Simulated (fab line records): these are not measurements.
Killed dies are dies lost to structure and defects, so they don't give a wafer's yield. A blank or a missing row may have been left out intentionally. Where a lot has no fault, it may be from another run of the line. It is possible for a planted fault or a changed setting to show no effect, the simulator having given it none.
Chamber matching + flow nand-harc + NHARC_A_STAIRCASE_DEP_417 on pecvd-01: 3 sister chambers
The step deposits Si3N4, target thk 60 nm. 20 wafers are shown with their chamber, then 10 later ones without.

## WAFERS WITH THEIR CHAMBER
| wafer  | chamber | heater-power-w (W) | rf-fwd-power-W (W) |
|--------|---------|--------------------|--------------------|
| L074.1 | 2       | 801                | 448.8              |
| L074.4 | 1       | 758                | 450.4              |
| L074.5 | 2       | 811                | 448.7              |
| L076.1 | 1       | 800                | 447.1              |
| L076.3 | 0       | 653                | 450.4              |
| L076.5 | 0       | 697                | 451.6              |
| L079.1 | 0       | 762                | 447.3              |
| L079.4 | 2       | 772                | 451.8              |
| L079.6 | 0       | 763                | 447.8              |
| L081.2 | 2       | 788                | 451.8              |
| L081.3 | 0       | 794                | 449.1              |
| L081.6 | 2       | 803                | 449.6              |
| L083.2 | 0       | 777                | 449.1              |
| L083.3 | 0       | 791                | 448.6              |
| L083.4 | 2       | 849                | 451.3              |
| L088.2 | 1       | 695                | 446.7              |
| L088.3 | 0       | 756                | 450.7              |
| L088.5 | 2       | 818                | 448.5              |
| L089.2 | 1       | 757                | 450.5              |
| L089.3 | 2       | 766                | 449.8              |

SIGNATURES (averages over the wafers above)
| reading        | chamber 0 | chamber 1 | chamber 2 | scatter within a chamber |
|----------------|-----------|-----------|-----------|--------------------------|
| heater-power-w | 749.12    | 752.50    | 801.00    | 40.2                     |
| rf-fwd-power-W | 449.325   | 448.675   | 450.038   | 1.57                     |
Rule: a wafer's distance from a chamber is the root of the sum, over the readings, of the square of ((its reading less the chamber's mean) divided by the reading's scatter). The wafer belongs to the nearest chamber; if the next one is less than 2 further off, it can't be placed. The scatter: take each reading less its chamber's mean, square it, sum over the shown wafers, divide by the number of wafers less the number of chambers, and take the root.

## WAFERS WHOSE CHAMBER IS MISSING
| wafer  | heater-power-w (W) | rf-fwd-power-W (W) |
|--------|--------------------|--------------------|
| L089.4 | 767                | 450.1              |
| L093.1 | 739                | 448.3              |
| L093.4 | 750                | 447.3              |
| L093.5 | 760                | 449.8              |
| L095.1 | 662                | 449.7              |
| L095.2 | 848                | 447.2              |
| L095.3 | 876                | 448.8              |
| L096.1 | 814                | 451.6              |
| L096.2 | 758                | 449.3              |
| L096.6 | 754                | 448.6              |

## WHICH CHAMBER EACH ONE RAN IN
| wafer  | from the rows above          | in truth |
|--------|------------------------------|----------|
| L089.4 | can't be placed: 0 or 2 or 1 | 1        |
| L093.1 | can't be placed: 1 or 0 or 2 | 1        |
| L093.4 | can't be placed: 1 or 0 or 2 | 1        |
| L093.5 | can't be placed: 0 or 1 or 2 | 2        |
| L095.1 | can't be placed: 0 or 1 or 2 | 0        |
| L095.2 | can't be placed: 2 or 1 or 0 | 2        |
| L095.3 | can't be placed: 2 or 1 or 0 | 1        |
| L096.1 | can't be placed: 2 or 0 or 1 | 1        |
| L096.2 | can't be placed: 0 or 1 or 2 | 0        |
| L096.6 | can't be placed: 1 or 0 or 2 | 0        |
0 of 10 placed correctly. From these rows, 10 cannot be placed; in 10 the true chamber is one of the candidates. Wrongly placed: 0.
